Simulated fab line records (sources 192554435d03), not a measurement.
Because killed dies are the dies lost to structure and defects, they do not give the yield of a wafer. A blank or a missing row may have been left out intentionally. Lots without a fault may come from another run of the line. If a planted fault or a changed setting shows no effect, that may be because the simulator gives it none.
Chamber matching ; flow n5Finfet ; N5_FIN_SAQP_MANDREL2_REMOVE_60 on rieSi-05: 4 sister chambers
The step chemistry HBr/Cl2/O2, target a-Si, stops on SiNx, bt time 10 s. 14 wafers are shown with their chamber, then 7 later ones without.

== WAFERS WITH THEIR CHAMBER ==
wafer;chamber;drypumpMotorCurrentA (A);throttleValvePct (%);oesProductAu (a.u.)
L074.1;1;5.3;37.1;1.032
L074.4;2;5.5;36.3;0.974
L074.5;1;5.3;37.1;1.027
L076.2;1;5.3;37.1;1.019
L076.3;0;5.8;37.0;1.001
L076.5;3;5.2;36.9;1.004
L078.1;1;5.3;37.1;1.028
L078.2;0;5.8;36.9;1.004
L078.6;0;5.8;36.9;1.006
L082.1;0;5.8;37.0;1.001
L082.2;3;5.2;36.9;0.993
L082.3;2;5.5;36.0;0.999
L085.4;0;5.9;37.0;1.024
L085.5;1;5.3;37.1;1.017

SIGNATURES, as means of the wafers listed above
reading;chamber 0;chamber 1;chamber 2;chamber 3;scatter within a chamber
drypumpMotorCurrentA;5.820;5.300;5.500;5.200;0.0283
throttleValvePct;36.960;37.100;36.150;36.900;0.0755
oesProductAu;1.00720;1.02460;0.98650;0.99850;0.00951
Rule: a wafer's distance from a chamber is the root of the sum, over the readings, of the square of ((its reading less the chamber's mean) divided by the reading's scatter). The wafer belongs to the nearest chamber; if the next one is less than 2 further off, it can't be placed. The scatter: take each reading less its chamber's mean, square it, sum over the shown wafers, divide by the number of wafers less the number of chambers, and take the root.

== WAFERS WITH NO CHAMBER GIVEN ==
wafer;drypumpMotorCurrentA (A);throttleValvePct (%);oesProductAu (a.u.)
L085.6;5.5;36.0;1.009
L088.1;5.3;37.1;1.003
L088.3;5.5;36.0;1.009
L088.4;5.9;37.0;1.011
L097.1;5.4;36.0;0.996
L097.2;5.3;37.1;1.015
L097.4;5.2;36.9;0.993

== EACH ONE'S CHAMBER ==
wafer;from the rows above;in truth
L085.6;2;2
L088.1;1;1
L088.3;2;2
L088.4;0;0
L097.1;2;2
L097.2;1;1
L097.4;3;3
Correct placement for 7 of the 7. Left unplaced by these rows: 0. 0 placed wrongly.
